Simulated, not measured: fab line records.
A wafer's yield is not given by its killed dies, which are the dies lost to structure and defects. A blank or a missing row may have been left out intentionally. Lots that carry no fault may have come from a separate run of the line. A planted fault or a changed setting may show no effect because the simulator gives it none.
A lot that was struck, set against a sound lot :: flow n5-finfet :: 34 steps out of a route of 1938
Sound: the wafers L729.1, L729.5, L729.6. Struck: wafers L738.3, L738.5 (left out: L738.6, a lot-mate that was not struck); the cause follows at the end.
Per side, at each step with rows, come the tool, then ch with its chambers, and then its first start. Under that, the readings that differ: sound wafers :: struck wafers :: difference of the means :: sigmas: that difference in standard deviations of wafers without a fault.
alike: a reading whose means differ by less than 2 such deviations, as well as words and numbers matching on both sides. not compared: withheld readings; readings where some wafer has no value; bounds like >300 that might hide an equal value; numbers whose values overlap and for which the record gives no deviation.
Wherever a step has rows on one side only, a row that says differs or no value, or a row with sigmas, the two part there. Numbers that don't overlap but have no deviation are shown without sigmas and don't part them. A reading that every wafer of one side lacks parts them only if that side has two wafers or more.

first, 9 steps without rows for these wafers: N5_BEOL_M3_ILD_DEP_00 (deposits SiOC from DEMS/O2, target thk 79 nm, time 15.3 s); N5_BEOL_M3_PECVD_72 (deposits SiO2 from TEOS/O2, target thk 16 nm, time 18 s); N5_BEOL_M3_HM_DEP_02 (deposits TiN, target thk 20 nm); N5_BEOL_M3_COAT_61 (time 60 s, resist thk 60 nm); N5_BEOL_M3_COAT_62 (time 60 s, resist thk 12 nm); N5_BEOL_M3_COAT_73 (time 60 s, resist thk 5 nm); N5_BEOL_M3_COAT_05 (resist thk 30 nm); N5_BEOL_M3_EBR_07; N5_BEOL_M3_SOFTBAKE_06 (time 60 s).
N5_BEOL_M3_EXPOSE_08: exposes mask M3.
  sound on euv-scanner-02 ch 0, day 7 22:47; struck on euv-scanner-02 ch 0, day 11 07:09
reading: exposure-dose-mJ-cm2
sound: 33.00 32.97 32.99
struck: 32.91 32.89
difference: -0.09
sigmas: -2
  alike: mask
then, 5 steps without rows for these wafers: N5_BEOL_M3_PEB_09 (peb time 60 s); N5_BEOL_M3_DEVELOP_10 (develop time 30 s); N5_BEOL_M3_DESCUM_16 (chemistry O2, time 7 s); N5_BEOL_M3_ETCH_74 (etches underlayer in N2/H2, target depth 6.5 nm, time 5.2 s); N5_BEOL_M3_ETCH_63 (etches SiARC in CF4, target depth 15.6 nm, time 26 s).
N5_BEOL_M3_ETCH_64: etches SOC in N2/H2, target depth 75 nm, overetch 15 nm, time 112.5 s.
  sound on rie-diel-03 ch 2,3, day 8 00:46; struck on rie-diel-03 ch 0,3, day 11 07:34
reading: rf-vpp-V (V)
sound: 519.7 518.5 526.1
struck: 526.8 527.5
difference: +5.7
sigmas: +2

reading: model.BEOL_M3.cd-offset-nm (nm)
sound: 0 0 0
struck: -0.2 -0.2
difference: -0.2
sigmas: 
  alike: drypump-motor-current-A, oes-product-au, showerhead-plenum-p-Torr, throttle-valve-pct
  not compared: rf-hours-counter-h
then, 3 steps without rows for these wafers: N5_BEOL_M3_STRIP_65 (strips in N2/H2); N5_BEOL_M3_STRIP_75 (strips in N2/H2); N5_BEOL_M3_STRIP_66 (strips in CF4).
N5_BEOL_M3_HM_OPEN_17: chemistry Cl2/BCl3, target TiN, target depth 20 nm, overetch 6 nm.
  sound on rie-metal-03 ch 0,1, day 8 01:25; struck on rie-metal-02 ch 0,1, day 11 07:46
reading: model.BEOL_M3.cd-offset-nm (nm)
sound: 0.2 0 0
struck: -0.2 -0.2
difference: -0.3
sigmas: 
  alike: drypump-motor-current-A, oes-product-au, throttle-valve-pct
  not compared: rf-hours-counter-h
then, 12 steps without rows for these wafers: N5_BEOL_M3_STRIP_19 (strips in O2); N5_BEOL_M3_COAT_67 (time 60 s, resist thk 60 nm); N5_BEOL_M3_COAT_68 (time 60 s, resist thk 12 nm); N5_BEOL_M3_COAT_76 (time 60 s, resist thk 5 nm); N5_BEOL_M3_COAT_22 (resist thk 30 nm); N5_BEOL_M3_EBR_24; N5_BEOL_M3_SOFTBAKE_23 (time 60 s); N5_BEOL_M3_EXPOSE_25 (exposes mask V2, defocus 5 nm); N5_BEOL_M3_PEB_26 (peb time 60 s); N5_BEOL_M3_DEVELOP_27 (develop time 30 s); N5_BEOL_M3_DESCUM_33 (chemistry O2, time 7 s); N5_BEOL_M3_ETCH_77 (etches underlayer in N2/H2, target depth 6.5 nm, time 5.2 s).
N5_BEOL_M4_RC_MEAS_101:
  sound on prober-02 ch 0, day 10 11:38; struck on prober-01 ch 0, day 12 02:19
  alike: DIBL_N, DIBL_P, IOFF_N, IOFF_P, ION_N, ION_P, SS_N, SS_P, VT_N, VT_P
-- a jump in the record: the struck wafers' starts before and after are 4 days apart (it breaks off in module BEOL_M4 and resumes in module PASSIVATION, where the first step shown is number 1936 of the route) --
N5_PASSIVATION_PROBE_49:
  only the struck wafers here have rows in the record (prober-01, day 16 09:35); the sound ones have none

== WHERE THEY PART ==
Last at N5_PASSIVATION_PROBE_49 as far as this record goes, first at N5_BEOL_M3_EXPOSE_08.

WHY: whatever the simulator had introduced
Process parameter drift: euv-scanner-02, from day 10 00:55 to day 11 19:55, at N5_BEOL_M3_EXPOSE_08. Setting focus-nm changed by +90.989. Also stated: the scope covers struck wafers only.
